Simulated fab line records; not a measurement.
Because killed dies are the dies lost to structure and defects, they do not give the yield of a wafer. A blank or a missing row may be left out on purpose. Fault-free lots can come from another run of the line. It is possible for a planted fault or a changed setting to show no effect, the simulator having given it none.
Struck lot and sound lot, side by side    flow nand-harc    15 steps out of a route of 1159
Sound: wafers L481.2, L481.4, L481.6. Struck: wafer L474.4 (left out: L474.2, a lot-mate that was not struck); the cause follows at the end.
Each step with rows lists, per side, the tool, then ch with its chambers, then its first start. Under that, the readings that differ: sound wafers    struck wafers    difference of the means    sigmas: that difference in standard deviations of wafers without a fault.
alike: a reading whose means differ by less than 2 such deviations, as well as words and numbers matching on both sides. not compared: withheld readings; readings where some wafer has no value; bounds like >300 that might hide an equal value; numbers whose values overlap and for which the record gives no deviation.
The two part at a step that has a row with sigmas, a row that says differs or no value, or rows on one side only. Non-overlapping numbers with no deviation appear without sigmas and do not part them. Lack of a reading on every wafer of one side parts them only where that side has two or more wafers.

first, 6 steps without rows for these wafers: NHARC_A_CONTACT_COAT_02 (resist thk 90 nm); NHARC_A_CONTACT_SOFTBAKE_03 (time 55 s); NHARC_A_CONTACT_EBR_04; NHARC_A_CONTACT_EXPOSE_05 (exposes mask A CC); NHARC_A_CONTACT_PEB_06 (peb time 65 s); NHARC_A_CONTACT_DEVELOP_07 (develop time 35 s).
NHARC_A_CONTACT_CD_MEAS_08: the cd target is 100 nm.
  sound on cd-sem-03 ch 0, day 21 11:41; struck on cd-sem-01 ch 0, day 19 05:45
  alike: cd-nm
NHARC_A_CONTACT_OVL_MEAS_09:
  sound: overlay-01 at day 21 11:46; struck: overlay-01 at day 19 05:50
reading            sound           struck  difference  sigmas
overlay-y-nm (nm)  -0.9 -1.0 -1.4  1.2     +2.3        +3
  alike: overlay-x-nm
NHARC_A_CONTACT_INSPECT_10:
  sound: defect-inspect-02 at day 21 11:49; struck: defect-inspect-01 at day 19 05:53
  alike: raw-defect-count
NHARC_A_CONTACT_DESCUM_13: chemistry O2, time 3 s.
  sound on rie-diel-06 ch 0,1,3, day 21 11:52; struck on rie-diel-03 ch 1, day 19 05:56
  alike: drypump-motor-current-A, oes-product-au, rf-vpp-V, showerhead-plenum-p-Torr, throttle-valve-pct
  not compared: rf-hours-counter-h
NHARC_A_CONTACT_ETCH_88: etches the open film in CF4, target depth 39 nm, time 65 s.
  sound on rie-diel-06 ch 1,2,3, day 21 11:58; struck on rie-diel-03 ch 1, day 19 06:02
  alike: drypump-motor-current-A, oes-product-au, rf-vpp-V, run-length-s, showerhead-plenum-p-Torr, throttle-valve-pct
  not compared: rf-hours-counter-h
NHARC_A_CONTACT_ETCH_89: etches the open film in N2/H2, target depth 260 nm, time 475.3 s.
  sound: rie-diel-06 ch 0,1,2; struck: rie-diel-03 ch 3
reading                          sound           struck  difference  sigmas
showerhead-plenum-p-Torr (Torr)  1.98 2.09 2.06  1.89    -0.15       -2
  alike: drypump-motor-current-A, oes-product-au, rf-vpp-V, run-length-s, throttle-valve-pct
  not compared: rf-hours-counter-h
NHARC_A_CONTACT_ETCH_30: etches the open film in CF4/CHF3, target depth 60.5 nm, time 30.2 s.
  sound on rie-diel-06 ch 0,1,3, day 21 12:23; struck on rie-diel-03 ch 1, day 19 06:31
reading                sound              struck  difference  sigmas
oes-product-au (a.u.)  0.971 0.987 0.956  0.919   -0.052      -3
run-length-s (s)       50.5 52.6 51.5     43.9    -7.6        -13
  alike: drypump-motor-current-A, rf-vpp-V, showerhead-plenum-p-Torr, throttle-valve-pct
  not compared: rf-hours-counter-h
NHARC_A_CONTACT_ETCH_31: etches the open film in O2/COS, target depth 2000 nm, time 520 s.
  sound: rie-diel-06 ch 1,3; struck: rie-diel-03 ch 0
reading                 sound                 struck  difference  sigmas
throttle-valve-pct (%)  28.338 28.317 28.340  28.311  -0.021      -2
  alike: drypump-motor-current-A, oes-product-au, rf-vpp-V, run-length-s, showerhead-plenum-p-Torr
  not compared: rf-hours-counter-h
-- record jumps: 3 days between struck wafers' starts before vs after; left off in module A_CONTACT, resumes in module END, first step shown is number 1159 of the route --
NHARC_END_SORT_01:
  the record has rows for the struck wafers here (prober-02 ch 0, day 22 17:16) and none for the sound ones

WHERE THEY PART
Last at NHARC_END_SORT_01 as far as this record goes, first at NHARC_A_CONTACT_OVL_MEAS_09.

WHY: whatever the simulator had introduced
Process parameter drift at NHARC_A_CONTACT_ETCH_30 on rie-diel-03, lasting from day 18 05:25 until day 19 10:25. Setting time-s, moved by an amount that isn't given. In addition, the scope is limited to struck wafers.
